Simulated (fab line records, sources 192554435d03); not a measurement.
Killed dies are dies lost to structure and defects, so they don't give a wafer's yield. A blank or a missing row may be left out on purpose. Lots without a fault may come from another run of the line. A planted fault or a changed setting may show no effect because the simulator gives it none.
Chamber matching | flow n5_finfet | N5_BEOL_M11_STRIP_19 on rie_diel-02: 4 sister chambers
The step strips in O2. 4 wafers are shown with their chamber, then 9 later ones without.

WAFERS WITH THEIR CHAMBER
wafer  | chamber | drypump_motor_current_A (A)
L083.6 | 0       | 5.8
L091.3 | 3       | 5.4
L091.4 | 1       | 4.8
L091.6 | 2       | 5.8

WAFERS WITHOUT THEIR CHAMBER
wafer  | drypump_motor_current_A (A)
L090.2 | 5.8
L090.3 | 4.9
L090.6 | 4.8
L094.1 | 5.9
L094.3 | 4.8
L094.4 | 5.4
L097.2 | 5.8
L097.3 | 5.9
L097.6 | 4.8

WHICH CHAMBER EACH WENT THROUGH
wafer  | from the rows above     | in truth
L090.2 | can't be placed: 0 or 2 | 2
L090.3 | 1                       | 1
L090.6 | 1                       | 1
L094.1 | can't be placed: 0 or 2 | 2
L094.3 | 1                       | 1
L094.4 | 3                       | 3
L097.2 | can't be placed: 0 or 2 | 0
L097.3 | can't be placed: 0 or 2 | 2
L097.6 | 1                       | 1
Placed correctly: 5 of 9. Can't be placed from these rows: 4 (the true chamber is among the candidates in 4). Placed wrongly: 0.
How it was worked out, from the rows above alone: a wafer's distance from a chamber is the root of the sum, over the readings, of the square of ((its reading less the chamber's mean) divided by the reading's scatter). The wafer belongs to the nearest chamber; if the next one is less than 2 further off, it can't be placed. A chamber's mean is the mean of its shown wafers. The scatter: with one shown wafer a chamber, the root of the mean of the squares of how far each hidden wafer lies from its nearest shown one.
